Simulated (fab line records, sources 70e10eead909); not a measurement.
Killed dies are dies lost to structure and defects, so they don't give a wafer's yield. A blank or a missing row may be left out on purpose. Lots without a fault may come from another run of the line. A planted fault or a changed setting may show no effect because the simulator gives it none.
Which tool did it? | flow nand_harc | 13 lots, 37 wafers sampled, at 2 steps of a route of 1159

WHAT THE GAUGES READ, wafer by wafer
NHARC_P_BONDPAD_CD_MEAS_13.
lot  | measured     | on        | cd_nm (nm)
L619 | day 6 06:05  | cd_sem-03 | 503.3 499.7 498.1
L620 | day 7 03:07  | cd_sem-01 | 504.4 497.8 500.9
L621 | day 7 04:07  | cd_sem-02 | 495.1 497.1 496.8
L624 | day 7 15:17  | cd_sem-03 | 498.2 499.4 498.8
L623 | day 7 15:55  | cd_sem-03 | 501.5 496.5 495.1
L625 | day 8 09:01  | cd_sem-03 | 499.1 501.5 498.1
L629 | day 9 04:16  | cd_sem-01 | 501.8 501.0 498.7
L632 | day 9 18:45  | cd_sem-03 | 498.1 493.6
L633 | day 10 06:04 | cd_sem-01 | 501.1 498.8
L636 | day 10 15:28 | cd_sem-03 | 495.5 500.8 499.0
L637 | day 10 20:46 | cd_sem-03 | 497.8 498.0 498.9
L640 | day 11 10:15 | cd_sem-02 | 503.1 502.1 501.3
L641 | day 12 03:49 | cd_sem-01 | 505.6 502.7 498.8

NHARC_P_BONDPAD_INSPECT_23.
lot  | measured     | on                | raw_defect_count
L619 | day 6 08:20  | defect_inspect-02 | 420 240 299
L620 | day 7 05:23  | defect_inspect-01 | 385 385 491
L621 | day 7 06:22  | defect_inspect-02 | 200 202 293
L624 | day 7 17:37  | defect_inspect-02 | 207 192 285
L623 | day 7 18:23  | defect_inspect-01 | 415 273 482
L625 | day 8 11:23  | defect_inspect-01 | 318 307 224
L629 | day 9 06:35  | defect_inspect-02 | 262 232 168
L632 | day 9 21:06  | defect_inspect-01 | 329 158
L633 | day 10 08:20 | defect_inspect-01 | 423 354
L636 | day 10 17:44 | defect_inspect-01 | 412 528 478
L637 | day 10 23:10 | defect_inspect-01 | 342 409 300
L640 | day 11 12:36 | defect_inspect-02 | 504 350 435
L641 | day 12 06:08 | defect_inspect-02 | 222 303 451

WHICH TOOL RAN EACH LOT (tool, then ch and the chambers of the sampled wafers, then the start)
The record holds no process step before these readings.

WHAT THE TOOLS THEMSELVES READ (means of the sampled wafers that have a number; where no wafer has one, the mark that the record gives instead)
The record holds no such reading with a usual standard deviation.

THE ANSWER, worked out from the rows above alone
Rule: what is usual is taken from the lots themselves. Put in order of their means at a reading, lots are off if they are a third of the lots or fewer, leave a main group of 4 or more, and stand apart from it by a gap of 3 or more times the standard deviation of the main group's means; of several such gaps the widest counts. A main group whose means are all the same, to the digits that the tables above print for the reading, isn't used. A lot without any number at a reading at which 4 lots or more have one is off too. The other lots that the step has rows for count as sound. The gauges are gone through in route order, then the tools' own readings, and for those a lot's mean is taken as printed above. The first step at which some lot is off is used, and at that step the reading that is off furthest; a lot without a number counts as furthest.
No lot is off at any reading shown: from this, nothing can be told.

WHAT THE SIMULATOR HAD PUT IN
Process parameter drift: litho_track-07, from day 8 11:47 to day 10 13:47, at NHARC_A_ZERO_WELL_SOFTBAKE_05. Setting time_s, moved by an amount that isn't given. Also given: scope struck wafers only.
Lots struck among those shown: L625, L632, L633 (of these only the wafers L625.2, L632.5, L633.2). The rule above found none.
